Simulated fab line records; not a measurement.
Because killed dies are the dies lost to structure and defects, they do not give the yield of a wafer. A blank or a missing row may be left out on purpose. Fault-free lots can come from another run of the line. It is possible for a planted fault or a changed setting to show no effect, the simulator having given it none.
Which of the tools did it? | flow n5-finfet | 9 lots with 27 wafers sampled at 8 steps, on a route of 1938 steps

WHAT EACH GAUGE READ, for each wafer
N5_FIN_SAQP_OCD_MEAS_76. Usual: 119.5 nm for trench-depth-nm, sd 1.4.
lot  | measured    | on     | trench-depth-nm (nm) | flag
L705 | day 2 14:39 | ocd-01 | 117.5 118.4 120.3    |
L709 | day 3 14:28 | ocd-02 | 119.4 119.9 119.7    |
L711 | day 4 02:18 | ocd-02 | 118.3 119.8 118.6    |
L713 | day 4 14:11 | ocd-02 | 118.2 118.2 119.3    |
L714 | day 4 20:43 | ocd-02 | 121.3 120.1 121.8    |
L717 | day 5 15:32 | ocd-02 | 119.6 120.7 121.8    |
L718 | day 5 20:44 | ocd-02 | 118.1 121.4 118.9    |
L721 | day 6 13:22 | ocd-01 | 117.6 120.9 117.0    |
L726 | day 7 20:16 | ocd-02 | 119.7 118.4 120.5    |

N5_FIN_SAQP_INSPECT_40: inspects for defects (brightfield). Usual: 225 for raw-defect-count, sd 68.
lot  | measured    | on                | raw-defect-count | flag
L705 | day 2 14:41 | defect-inspect-02 | 233 152 276      |
L709 | day 3 14:29 | defect-inspect-01 | 154 146 208      |
L711 | day 4 02:20 | defect-inspect-01 | 236 353 340      |
L713 | day 4 14:14 | defect-inspect-01 | 308 285 226      |
L714 | day 4 20:44 | defect-inspect-01 | 198 188 240      |
L717 | day 5 15:34 | defect-inspect-01 | 124 165 182      |
L718 | day 5 20:46 | defect-inspect-01 | 136 167 213      |
L721 | day 6 13:23 | defect-inspect-02 | 412 232 663      | OFF
L726 | day 7 20:18 | defect-inspect-02 | 110 270 205      |

N5_FIN_CUT_INSPECT_10: inspects for defects (brightfield). Usual: 43 for raw-defect-count, sd 11.
lot  | measured    | on                | raw-defect-count | flag
L705 | day 2 15:04 | defect-inspect-01 | 36 31 37         |
L709 | day 3 15:00 | defect-inspect-01 | 33 25 53         |
L711 | day 4 02:43 | defect-inspect-02 | 49 72 66         |
L713 | day 4 14:37 | defect-inspect-01 | 46 48 31         |
L714 | day 4 21:16 | defect-inspect-02 | 41 47 40         |
L717 | day 5 16:05 | defect-inspect-01 | 26 39 31         |
L718 | day 5 21:17 | defect-inspect-02 | 39 49 39         |
L721 | day 6 13:46 | defect-inspect-02 | 68 34 338        | OFF
L726 | day 8 01:12 | defect-inspect-02 | 37 40 43         |

N5_FIN_CUT_INSPECT_17: inspects for defects (brightfield). Usual: 228 for raw-defect-count, sd 62.
lot  | measured    | on                | raw-defect-count | flag
L705 | day 2 16:05 | defect-inspect-02 | 219 180 274      |
L709 | day 3 16:09 | defect-inspect-01 | 166 158 204      |
L711 | day 4 03:42 | defect-inspect-01 | 241 337 340      |
L713 | day 4 15:34 | defect-inspect-01 | 302 294 213      |
L714 | day 4 22:26 | defect-inspect-01 | 196 181 239      |
L717 | day 5 17:14 | defect-inspect-02 | 147 186 206      |
L718 | day 5 22:16 | defect-inspect-02 | 141 174 273      |
L721 | day 6 14:43 | defect-inspect-01 | 357 206 621      |
L726 | day 8 02:08 | defect-inspect-02 | 104 252 213      |

N5_BEOL_M4_RC_MEAS_101. Usual: DIBL_N 36.5 mV/V, standard deviation 1.4; DIBL_P 36.6 mV/V, standard deviation 1.9; IOFF_N 0.167 nA/um, standard deviation 0.029; IOFF_P 0.21 nA/um, standard deviation 0.033; ION_N 674 uA/um, standard deviation 12; ION_P 460 uA/um, standard deviation 8.9; SS_N 71.6 mV/dec, standard deviation 0.57; SS_P 73.4 mV/dec, standard deviation 0.61; VT_N 249 mV, standard deviation 3.3; VT_P -250 mV, standard deviation 3.3.
lot  | measured     | on        | DIBL_N (mV/V)  | DIBL_P (mV/V)  | IOFF_N (nA/um)    | IOFF_P (nA/um) | ION_N (uA/um) | ION_P (uA/um) | SS_N (mV/dec)  | SS_P (mV/dec)  | VT_N (mV)   | VT_P (mV)      | flag
L705 | day 8 10:22  | prober-02 | 36.0 34.5 38.5 | 36.0 33.9 39.2 | 0.160 0.134 0.214 | 0.20 0.18 0.26 | 664 657 674   | 454 450 459   | 71.5 71.3 72.6 | 73.9 73.7 74.7 | 250 252 244 | -252 -256 -247 |
L709 | day 9 12:04  | prober-01 | 37.1 35.5 35.7 | 38.5 35.8 36.4 | 0.212 0.180 0.170 | 0.25 0.21 0.21 | 682 694 678   | 468 470 462   | 72.3 72.4 72.6 | 73.9 72.8 73.1 | 246 246 248 | -248 -249 -249 |
L711 | day 9 18:21  | prober-02 | 36.2 35.3 37.7 | 35.3 35.3 38.0 | 0.164 0.157 0.191 | 0.18 0.18 0.23 | 669 678 679   | 453 457 467   | 72.0 71.5 72.2 | 72.7 73.0 74.1 | 249 248 245 | -253 -253 -249 |
L713 | day 10 10:15 | prober-02 | 37.5 35.7 35.2 | 40.1 38.1 36.2 | 0.170 0.151 0.130 | 0.22 0.20 0.16 | 682 666 657   | 463 461 447   | 71.9 72.4 71.7 | 73.5 73.6 73.6 | 251 250 251 | -251 -252 -257 |
L714 | day 10 17:23 | prober-01 | 37.6 36.9 36.2 | 37.8 38.0 36.3 | 0.174 0.172 0.153 | 0.24 0.26 0.22 | 669 694 684   | 461 477 468   | 71.9 71.3 71.9 | 73.7 73.5 73.2 | 250 248 249 | -250 -247 -247 |
L717 | day 11 23:48 | prober-02 | 38.3 39.2 35.4 | 39.6 40.3 35.6 | 0.211 0.215 0.146 | 0.29 0.29 0.21 | 697 685 673   | 479 469 468   | 71.4 72.0 71.3 | 73.7 74.0 72.5 | 248 246 249 | -245 -244 -250 |
L718 | day 12 01:44 | prober-01 | 37.8 36.9 35.8 | 38.8 37.7 36.3 | 0.196 0.180 0.148 | 0.22 0.21 0.19 | 677 685 670   | 460 464 461   | 71.7 71.3 71.3 | 73.6 73.5 73.9 | 245 247 249 | -248 -250 -252 |
L721 | day 13 01:41 | prober-01 | 37.9 39.4 38.6 | 38.4 41.1 38.5 | 0.174 0.228 0.181 | 0.24 0.29 0.23 | 668 703 658   | 462 481 452   | 72.1 71.8 71.8 | 73.4 74.9 73.6 | 248 245 250 | -251 -247 -251 |
L726 | day 13 20:43 | prober-01 | 35.2 35.4 36.6 | 34.8 35.0 36.5 | 0.133 0.141 0.165 | 0.19 0.20 0.21 | 649 670 663   | 452 462 447   | 72.1 71.4 72.4 | 72.1 72.8 71.9 | 252 250 249 | -252 -251 -251 |

TOOL THAT RAN EACH LOT (tool first, then ch and the chambers of the sampled wafers, then the start)
lot  | N5_FIN_SAQP_ETCH_67               | N5_FIN_SAQP_RECESS_71             | N5_FIN_SAQP_PRECLEAN_38
L705 | rie-diel-06 ch 0,3, day 2 13:20   | vapor-etch-02 ch 0, day 2 13:26   | wet-bench-01 ch 3,6,7, day 2 14:35
L709 | rie-diel-05 ch 0,1,2, day 3 13:04 | vapor-etch-02 ch 0,1, day 3 13:12 | wet-bench-06 ch 0,1,3, day 3 14:23
L711 | rie-diel-05 ch 0,1,2, day 4 00:56 | vapor-etch-01 ch 0,1, day 4 01:02 | wet-bench-05 ch 0,6,7, day 4 02:14
L713 | rie-diel-06 ch 1,2,3, day 4 12:50 | vapor-etch-01 ch 0,1, day 4 12:56 | wet-bench-06 ch 0,5,7, day 4 14:08
L714 | rie-diel-05 ch 0,1,2, day 4 19:23 | vapor-etch-01 ch 0,1, day 4 19:29 | wet-bench-06 ch 3,6,7, day 4 20:39
L717 | rie-diel-06 ch 1,2, day 5 14:08   | vapor-etch-01 ch 0,1, day 5 14:14 | wet-bench-05 ch 0,3,6, day 5 15:29
L718 | rie-diel-05 ch 2,3, day 5 19:25   | vapor-etch-02 ch 0,1, day 5 19:31 | wet-bench-05 ch 3,5,6, day 5 20:41
L721 | rie-diel-02 ch 0,3, day 6 12:02   | vapor-etch-02 ch 0,1, day 6 12:10 | wet-bench-06 ch 0,3,7, day 6 13:17
L726 | rie-diel-06 ch 0,1,2, day 7 18:33 | vapor-etch-01 ch 0,1, day 7 18:39 | wet-bench-01 ch 0,3,7, day 7 20:13
- N5_FIN_SAQP_ETCH_67: etches SiNx in CH3F/O2, target depth 30 nm.
- N5_FIN_SAQP_RECESS_71: chemistry HF/NH3, target SiO2, target depth 3 nm, afs cycles 1, sublimation time 60 s.
- N5_FIN_SAQP_PRECLEAN_38: cleans in O3/DIW, time 45 s.

WHAT THE TOOLS THEMSELVES READ (means of the sampled wafers that have a number; where no wafer has one, the mark that the record gives instead)
N5_FIN_SAQP_ETCH_67. Usual: O2_flow_sccm 20.00 sccm, standard deviation 0.067; chamber-pressure-mTorr 30.001 mTorr, standard deviation 0.027; drypump-motor-current-A 5.6 A, standard deviation 0.61; oes-product-au 0.77 a.u., standard deviation 0.089; rf-vpp-V 296 V, standard deviation 7.7; showerhead-plenum-p-Torr 2.01 Torr, standard deviation 0.065; throttle-valve-pct 16.3 %, standard deviation 0.33.
lot  | tool        | O2_flow_sccm (sccm) | chamber-pressure-mTorr (mTorr) | drypump-motor-current-A (A) | oes-product-au (a.u.) | rf-vpp-V (V) | showerhead-plenum-p-Torr (Torr) | throttle-valve-pct (%) | flag
L705 | rie-diel-06 | 20.04               | 30.011                         | 6.1                         | 0.82                  | 303          | 2.09                            | 16.3                   |
L709 | rie-diel-05 | 20.05               | 29.980                         | 5.2                         | 0.80                  | 294          | 1.99                            | 16.1                   |
L711 | rie-diel-05 | 20.00               | 30.018                         | 5.2                         | 0.79                  | 294          | 1.99                            | 16.1                   |
L713 | rie-diel-06 | 20.00               | 29.984                         | 6.1                         | 0.71                  | 292          | 1.98                            | 16.6                   |
L714 | rie-diel-05 | 19.97               | 29.996                         | 5.2                         | 0.78                  | 294          | 1.99                            | 16.2                   |
L717 | rie-diel-06 | 20.07               | 30.000                         | 6.0                         | 0.70                  | 286          | 1.93                            | 16.8                   |
L718 | rie-diel-05 | 19.99               | 30.001                         | 5.5                         | 0.78                  | 300          | 2.02                            | 16.3                   |
L721 | rie-diel-02 | 20.07               | 30.002                         | 5.8                         | 0.83                  | 296          | 2.00                            | 16.1                   |
L726 | rie-diel-06 | 20.01               | 29.993                         | 5.5                         | 0.76                  | 292          | 2.00                            | 16.5                   |

N5_FIN_SAQP_RECESS_71. Usual: 5.6 A for drypump-motor-current-A, sd 0.38.
lot  | tool          | drypump-motor-current-A (A) | flag
L705 | vapor-etch-02 | 5.3                         |
L709 | vapor-etch-02 | 5.9                         |
L711 | vapor-etch-01 | 5.4                         |
L713 | vapor-etch-01 | 5.4                         |
L714 | vapor-etch-01 | 5.4                         |
L717 | vapor-etch-01 | 5.4                         |
L718 | vapor-etch-02 | 5.9                         |
L721 | vapor-etch-02 | 5.6                         |
L726 | vapor-etch-01 | 5.4                         |

THE ANSWER, worked out from the rows above alone
Rule: a lot is off if the mean of its wafers that have a number lies more than 3 standard deviations from the usual mean. A lot without any number at a reading at which 4 lots or more have one is off too. The other lots that the step has rows for count as sound. After the gauges, taken in route order, come the tools' own readings; for these a lot's mean is taken, as printed above. The first step at which some lot is off is used, and at that step the reading that is off furthest; a lot without a number counts as furthest.
Off, at N5_FIN_SAQP_INSPECT_40 on raw-defect-count: L721.
If a tool, at a process step before that reading, ran all the lots that are off and no sound lot after the first of them, it fits. The gauges at N5_FIN_SAQP_INSPECT_40 are tried like those tools. Can't be told from this: 3 tools fit, rie-diel-02 at N5_FIN_SAQP_ETCH_67, vapor-etch-02 at N5_FIN_SAQP_RECESS_71, wet-bench-06 at N5_FIN_SAQP_PRECLEAN_38.

WHAT HAD BEEN PUT IN BY THE SIMULATOR
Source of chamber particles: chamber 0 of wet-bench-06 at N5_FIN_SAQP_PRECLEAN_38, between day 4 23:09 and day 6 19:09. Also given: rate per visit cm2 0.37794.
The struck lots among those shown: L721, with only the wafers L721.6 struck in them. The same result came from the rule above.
